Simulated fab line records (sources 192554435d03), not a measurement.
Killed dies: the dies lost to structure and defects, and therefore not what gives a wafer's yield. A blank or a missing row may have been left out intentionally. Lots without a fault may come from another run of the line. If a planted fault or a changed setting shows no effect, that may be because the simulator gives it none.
fab line records ; flow n5Finfet
record: lots: 5; wafers: 15; lastDay: 17
route steps=1938 shown STI_FIN_REVEAL@209 DUMMY_GATE@212 ILD0@338
lots that met no fault: from a run of the same line without faults
startH: hours from the record's first day to the start of the lot's first wafer shown ; waitH: time in hours since the lot's previous step ; " unchanged from the row above ; L1.1+2: a single row standing in for several wafers ; - no value, or no start was given ; * or withheld: withheld ; < > ~ a bound
route shown NAME@n: a module of which the file shows steps, and the number in the route of the first ; usual: the fault-free wafers' mean and standard deviation ; same: alike in all rows ; chamber/n: place in a boat ; sites: readings site by site ; _std_site: standard deviation of those values ; _edge_site: inner sites' mean taken away from outer sites' mean ; radiusMm: how far each site lies from the wafer's centre ; mask NAME#n: copy n ; behind: the most recent tool/chamber to have shaped the wafer ; hold: why the lot was held/for how many hours/how that ended ; device: which transistor (n, p or np) failed to switch ; end of line: tests of these same wafers at the route's end ; for a step that has no rows: nothing shown but its recipe ; killed: count of dies lost to structure and defects at first sort (not the wafer's yield) ; map: a wafer's dies, x killed, . not, _ none there
set.NAME: the run value of the setting; set.NAME@STEP: its run value at that earlier step ; model.NAME: the simulator's own value behind a step, which no gauge read
lots at some steps of the route; a table a step, a row a wafer
services: a tool's chamber out of use, with start hour (startH, from the record's first day; less than 0 if before it), hours out, and reason
== steps ==
step: N5_STI_FIN_REVEAL_PRECLEAN_18
recipe: chemistry: SC2; timeS: 45; tempC: 35; mix: 1:1:50
step: N5_STI_FIN_REVEAL_SRD_28
recipe: dry: ipaMarangoni; timeS: 30; tempC: 23; rinseLiquid: diw
step: N5_DUMMY_GATE_PRECLEAN_00
recipe: chemistry: O3/DIW; timeS: 60; tempC: 22; o3Ppm: 10
step: N5_DUMMY_GATE_SRD_01
recipe: timeS: 30; tempC: 23; rinseLiquid: diw; dry: ipaMarangoni
step: N5_DUMMY_GATE_ALD_02
recipe: material: SiO2; targetThkA: 20; tempC: 300; aldPrecursorFamily: BDEAS; aldCoReactant: O2-plasma; pulseTimeS: 1; pressureTorr: 2
step: N5_DUMMY_GATE_CVD_03
recipe: material: a-Si; targetThkA: 1500; tempC: 530; precursor: SiH4; timeS: 8042
step: N5_DUMMY_GATE_PRECLEAN_46
recipe: chemistry: DIW; timeS: 89.5; tempC: 23
step: N5_DUMMY_GATE_SRD_47
recipe: dryTimeS: 32; dry: n2Spin; spinRpm: 1500
step: N5_DUMMY_GATE_CMP_04
recipe: material: a-Si; postCmpClean: alkalineBrush
step: N5_DUMMY_GATE_HM_DEP_06
recipe: material: SiNx; targetThkA: 800; precursor: DCS/NH3; tempC: 700; pressureMtorr: 300; timeS: 5141
usual: susceptorTempC: 700.07/0.19; zonePowerCentrePct: 10.7/0.51; zonePowerLowerPct: 11.9/0.52
lot.wafer;tool;chamber;startH;waitH;susceptorTempC;zonePowerCentrePct;zonePowerLowerPct;model.SiNx_of_DUMMY_GATE_HM_DEP_06.thkNm
L322.2;lpcvd-01;0/70;125.97;0.0;700.22;11.0;12.5;80
L322.3;lpcvd-01;0/75;125.97;0.0;700.22;11.0;12.5;80
L322.4;lpcvd-01;0/79;125.97;0.0;700.22;11.0;12.5;79.4
L325.1;lpcvd-01;1/15;147.19;1.3;-;10.8;11.5;46.6
L325.2;lpcvd-01;1/20;147.19;1.3;-;10.8;11.5;46.8
L325.3;lpcvd-01;1/25;147.19;1.3;-;10.8;11.5;46.4
L326.3;lpcvd-01;1/75;155.11;0.0;-;10.8;11.4;47
L326.5;lpcvd-01;1/84;155.11;0.0;-;10.8;11.4;46.8
L326.6;lpcvd-01;1/89;155.11;0.0;-;10.8;11.4;46.2
L327.2;lpcvd-01;1/70;160.68;0.0;-;10.8;11.4;47
L327.5;lpcvd-01;1/84;160.68;0.0;-;10.8;11.4;46.8
L327.6;lpcvd-01;1/89;160.68;0.0;-;10.8;11.4;46.6
L329.1;lpcvd-01;0/40;168.60;0.0;700.05;10.9;12.5;80.2
L329.3;lpcvd-01;0/50;168.60;0.0;700.05;10.9;12.5;79.8
L329.6;lpcvd-01;0/64;168.60;0.0;700.05;10.9;12.5;80
step: N5_DUMMY_GATE_PECVD_30
recipe: material: SiO2; targetThkA: 550; tempC: 400; precursor: TEOS/O2; pressureTorr: 6.5; rfW: withheld; teosFlowSccm: withheld; gas: O2; flowSccm: 2650; timeS: 10.8
step: N5_DUMMY_GATE_COAT_34
recipe: resist: SOC; tempC: 250; timeS: 60; spinRpm: 1500; resistThkNm: 60
step: N5_DUMMY_GATE_COAT_35
recipe: resist: SiARC; tempC: 220; timeS: 60; spinRpm: 1500; resistThkNm: 10
step: N5_DUMMY_GATE_COAT_28
recipe: resist: underlayer; tempC: 205; timeS: 60; spinRpm: 1500; resistThkNm: 10
step: N5_DUMMY_GATE_COAT_09
recipe: resist: CAR-EUV; spinRpm: 1500; resistThkNm: 30
step: N5_DUMMY_GATE_EBR_11
recipe: solvent: PGMEA; ebrWidthMm: 1.5
step: N5_DUMMY_GATE_SOFTBAKE_10
recipe: tempC: 110; timeS: 60; resist: CAR-EUV
step: N5_DUMMY_GATE_EXPOSE_12
recipe: maskId: GATE; na: 0.33; sourceShape: annular; sigmaInner: 0.2; sigmaOuter: 0.6; polarization: unpolarized; targetCdNm: 25; doseMj: 34
step: N5_DUMMY_GATE_PEB_13
recipe: pebTempC: 100; pebTimeS: 60; resist: CAR-EUV
step: N5_DUMMY_GATE_DEVELOP_14
recipe: developTimeS: 30; developer: TMAH; resist: CAR-EUV; rinseLiquid: surfactantRinse; dry: airSpin; devTempC: 23
step: N5_DUMMY_GATE_DESCUM_20
recipe: chemistry: O2; timeS: 6.2; sourcePowerW: 50; biasPowerW: 20; pressureMtorr: 20; rfFrequencyHz: 2.712e+07; tempC: 40; resist: CAR-EUV; o2FlowSccm: 225
step: N5_DUMMY_GATE_ETCH_29
recipe: chemistry: N2/H2; target: underlayer; targetDepthA: 130; ionEnergyEv: 200; pressureMtorr: 30; sourceW: 840; biasW: 150; n2FlowSccm: 200; h2FlowSccm: 200
step: N5_DUMMY_GATE_ETCH_36
recipe: chemistry: CF4; target: SiARC; targetDepthA: 130; pressureMtorr: 40; sourceW: 545; biasW: 36; Ar_flow_sccm: 100; cf4FlowSccm: 100; ionEnergyEv: 80
step: N5_DUMMY_GATE_ETCH_37
recipe: chemistry: N2/H2; target: SOC; targetDepthA: 600; overetchA: 300; tempC: 40; ionEnergyEv: 200; pressureMtorr: 30; sourceW: 840; biasW: 150; n2FlowSccm: 200; h2FlowSccm: 200
step: N5_DUMMY_GATE_STRIP_38
recipe: chemistry: N2/H2; tempC: 40; n2FlowSccm: 200; h2FlowSccm: 200; rfFrequencyHz: 6e+07
step: N5_DUMMY_GATE_STRIP_39
recipe: chemistry: N2/H2; tempC: 40; n2FlowSccm: 200; h2FlowSccm: 200; rfFrequencyHz: 6e+07
step: N5_DUMMY_GATE_TRIM_49
recipe: chemistry: O2; resist: SOC; timeS: 29; targetCdNm: 14; sourcePowerW: 300; biasPowerW: 0; O2_flow_sccm: 100; tempC: 20
step: N5_DUMMY_GATE_STRIP_40
recipe: chemistry: CF4; resist: SiARC; powerW: 300; biasPowerW: 75; pressureMtorr: 50; cf4FlowSccm: 150; rfFrequencyHz: 6e+07
step: N5_DUMMY_GATE_ETCH_31
recipe: chemistry: C4F6/O2; target: SiO2; maskMaterial: SOC; targetDepthA: 825; timeS: 27.5; ionEnergyEv: 250; pressureMtorr: 30; sourceW: 345; biasW: 185; Ar_flow_sccm: 300; C4F6_flow_sccm: 10; O2_flow_sccm: 10
step: N5_DUMMY_GATE_STRIP_41
recipe: chemistry: O2; powerW: 400; tempC: 40; pressureMtorr: 30; rfFrequencyHz: 6e+07; biasPowerW: 0; overashFraction: 0.3; o2FlowSccm: 225
step: N5_DUMMY_GATE_HM_OPEN_21
recipe: chemistry: CH3F/O2; target: SiNx; targetDepthA: 1200; Ar_flow_sccm: 150; CH3F_flow_sccm: 30; O2_flow_sccm: 23; timeS: 171.4; pressureMtorr: 30; sourceW: 395; biasW: 73; ionEnergyEv: 120.7
step: N5_DUMMY_GATE_ETCH_32
recipe: chemistry: CF4; target: SiO2; targetDepthA: 35; timeS: 3.9; ionEnergyEv: 350; pressureMtorr: 10; icpW: 800; biasW: 400; cf4FlowSccm: 80
step: N5_DUMMY_GATE_ETCH_23
recipe: chemistry: HBr/Cl2/O2; HBr_flow_sccm: 150; Cl2_flow_sccm: 80; O2_flow_sccm: 12; biasW: 102; targetDepthA: 410; timeS: 22.3; target: poly-Si; maskMaterial: SiO2; pressureMtorr: 10; icpW: 800
step: N5_DUMMY_GATE_ETCH_44
recipe: chemistry: HBr/O2; overEtchFrac: 0.7; targetDepthA: 1275; stopOn: SiO2; ionEnergyEv: 60; biasW: 20; target: poly-Si; maskMaterial: SiO2; pressureMtorr: 20; icpW: 400; HBr_flow_sccm: 120; O2_flow_sccm: 10
step: N5_ILD0_CMP_03
recipe: stopOn: SiNx; tOverpolishS: 1.9; postCmpClean: alkalineBrush; downForcePsi: 4.1491; platenRpm: 51.796; padVelocityMS: 1.0306; targetThkNm: 197.38
usual: headPressurePsi: 4.148/0.0087; motorCurrentA: 12.7/1.2; overpolishRunS: 1.900/0.009; timeToEndpointS: 70/3.4
lot.wafer;tool;chamber;startH;waitH;headPressurePsi;motorCurrentA;overpolishRunS;timeToEndpointS;model.SiNx_of_DUMMY_GATE_HM_DEP_06.thkNm
L322.2;cmp-02;0;144.61;0.1;4.141;13.6;1.913;69;76.8
L322.3;cmp-02;1;144.61;0.1;4.125;11.9;1.905;74;77
L322.4;cmp-02;2;144.61;0.1;4.142;13.7;1.883;71;76.4
L325.3;cmp-01;1;166.99;0.0;4.148;10.9;1.893;74;43.4
L325.2;cmp-01;2;166.99;0.0;4.149;12.2;1.892;74;43.8
L325.1;cmp-01;0;166.99;0.0;4.162;12.4;1.906;75;43.6
L326.3;cmp-02;1;173.97;0.1;4.157;12.2;1.899;71;43.8
L326.5;cmp-02;0;173.97;0.1;4.146;14.0;1.893;66;43.8
L326.6;cmp-02;1;173.97;0.1;4.145;12.4;1.892;69;43.2
L327.2;cmp-03;1;178.72;0.2;4.155;13.0;1.879;74;43.8
L327.6;cmp-03;2;178.72;0.2;4.143;13.2;1.911;70;43.6
L327.5;cmp-03;3;178.72;0.2;4.146;12.3;1.893;68;43.8
L329.3;cmp-03;2;187.61;0.0;4.138;13.3;1.900;66;76.8
L329.1;cmp-03;0;187.61;0.0;4.158;14.6;1.913;68;77.2
L329.6;cmp-03;3;187.61;0.0;4.152;12.0;1.898;65;77
== services ==
tool;chamber;startH;hours;kind
cmp-01;-;107.01;4.6;pm
cmp-01;-;118.11;4.1;repair
lpcvd-01;-;129.99;17.2;pm
cmp-02;-;149.95;1.8;repair
cmp-02;-;158.13;5.8;repair
== key ==
firstSign none at tools or gauges
modelEffect: step: N5_DUMMY_GATE_HM_DEP_06; value: SiNx_of_DUMMY_GATE_HM_DEP_06.thkNm; without: 80.78; struck: 46.69
modelEffect: step: N5_ILD0_CMP_03; value: SiNx_of_DUMMY_GATE_HM_DEP_06.thkNm; without: 77.71; struck: 43.64
metAt N5_DUMMY_GATE_HM_DEP_06
struckWafers L325.1,L325.2,L325.3,L326.3,L326.5,L326.6,L327.2,L327.5,L327.6
rowsEnd L325.1,L325.2,L325.3,L326.3,L326.5,L326.6,L327.2,L327.6
fault: kind: processParameterDrift; tool: lpcvd-01; chamber: 1; onsetH: 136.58; steps: N5_DUMMY_GATE_HM_DEP_06; channel: timeS; offset: *; shape: step; actsIn: *; stated: *
rowsEnd: these wafers met a further fault down the route, and their rows from its step on are left out
